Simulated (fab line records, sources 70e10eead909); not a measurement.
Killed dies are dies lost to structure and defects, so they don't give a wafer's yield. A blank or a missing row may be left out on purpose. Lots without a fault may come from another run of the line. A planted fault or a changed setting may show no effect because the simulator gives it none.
Chamber matching | flow nand_harc | NHARC_A_CONTACT_DEP_85 on pecvd-01: 3 sister chambers
The step deposits SiON, target thk 60 nm. 6 wafers are shown with their chamber, then 7 later ones without.

WAFERS WITH THEIR CHAMBER
wafer  | chamber | showerhead_vpp_V (V) | heater_power_w (W)
L089.2 | 1       | 1132                 | 831
L093.2 | 0       | 1188                 | 800
L093.4 | 2       | 1141                 | 733
L093.6 | 0       | 1190                 | 652
L097.1 | 1       | 1131                 | 757
L097.2 | 2       | 1128                 | 777

WAFERS WITHOUT THEIR CHAMBER
wafer  | showerhead_vpp_V (V) | heater_power_w (W)
L097.3 | 1183                 | 665
L096.1 | 1108                 | 786
L096.3 | 1122                 | 733
L096.6 | 1138                 | 807
L095.2 | 1189                 | 779
L095.5 | 1197                 | 768
L095.6 | 1122                 | 768

WHICH CHAMBER EACH WENT THROUGH
wafer  | from the rows above     | in truth
L097.3 | 0                       | 0
L096.1 | can't be placed: 1 or 2 | 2
L096.3 | can't be placed: 1 or 2 | 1
L096.6 | can't be placed: 2 or 1 | 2
L095.2 | 0                       | 0
L095.5 | 0                       | 0
L095.6 | can't be placed: 1 or 2 | 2
Placed correctly: 3 of 7. Can't be placed from these rows: 4 (the true chamber is among the candidates in 4). Placed wrongly: 0.
How it was worked out, from the rows above alone: a wafer's distance from a chamber is the root of the sum, over the readings, of the square of ((its reading less the chamber's mean) divided by the reading's scatter). The wafer belongs to the nearest chamber; if the next one is less than 2 further off, it can't be placed. A chamber's mean is the mean of its shown wafers. The scatter: the root of (the sum of the squares of (reading less its chamber's mean) over the shown wafers, divided by (wafers less chambers)).
